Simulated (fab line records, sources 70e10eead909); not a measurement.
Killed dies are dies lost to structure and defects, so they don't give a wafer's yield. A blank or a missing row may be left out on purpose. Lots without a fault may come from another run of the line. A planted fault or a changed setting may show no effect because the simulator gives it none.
Chamber matching | flow nand_harc | NHARC_A_STAIRCASE_DESCUM_291 on rie_diel-04: 4 sister chambers
The step chemistry O2, time 3 s. 8 wafers are shown with their chamber, then 12 later ones without.

WAFERS WITH THEIR CHAMBER
wafer  | chamber | showerhead_plenum_p_Torr (Torr) | drypump_motor_current_A (A)
L084.2 | 2       | 1.78                            | 5.4
L084.6 | 1       | 1.77                            | 5.0
L086.1 | 2       | 1.78                            | 5.4
L086.2 | 3       | 1.86                            | 5.5
L086.5 | 3       | 1.86                            | 5.4
L086.3 | 1       | 1.76                            | 5.0
L086.4 | 0       | 2.03                            | 5.7
L086.6 | 0       | 2.03                            | 5.7

WAFERS WITHOUT THEIR CHAMBER
wafer  | showerhead_plenum_p_Torr (Torr) | drypump_motor_current_A (A)
L087.3 | 1.76                            | 5.0
L087.5 | 1.78                            | 5.4
L087.6 | 1.76                            | 5.0
L087.1 | 1.86                            | 5.5
L087.2 | 2.03                            | 5.7
L087.4 | 1.78                            | 5.4
L096.1 | 2.07                            | 5.0
L096.2 | 1.85                            | 5.4
L096.5 | 1.78                            | 5.4
L097.2 | 1.85                            | 5.5
L097.3 | 2.07                            | 5.0
L097.4 | 2.02                            | 5.7

WHICH CHAMBER EACH WENT THROUGH
wafer  | from the rows above | in truth
L087.3 | 1                   | 1
L087.5 | 2                   | 2
L087.6 | 1                   | 1
L087.1 | 3                   | 3
L087.2 | 0                   | 0
L087.4 | 2                   | 2
L096.1 | 0                   | 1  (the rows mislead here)
L096.2 | 3                   | 3
L096.5 | 2                   | 2
L097.2 | 3                   | 3
L097.3 | 0                   | 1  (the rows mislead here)
L097.4 | 0                   | 0
Placed correctly: 10 of 12. Can't be placed from these rows: 0. Placed wrongly: 2.
How it was worked out, from the rows above alone: a wafer's distance from a chamber is the root of the sum, over the readings, of the square of ((its reading less the chamber's mean) divided by the reading's scatter). The wafer belongs to the nearest chamber; if the next one is less than 2 further off, it can't be placed. A chamber's mean is the mean of its shown wafers. The scatter: the root of (the sum of the squares of (reading less its chamber's mean) over the shown wafers, divided by (wafers less chambers)).
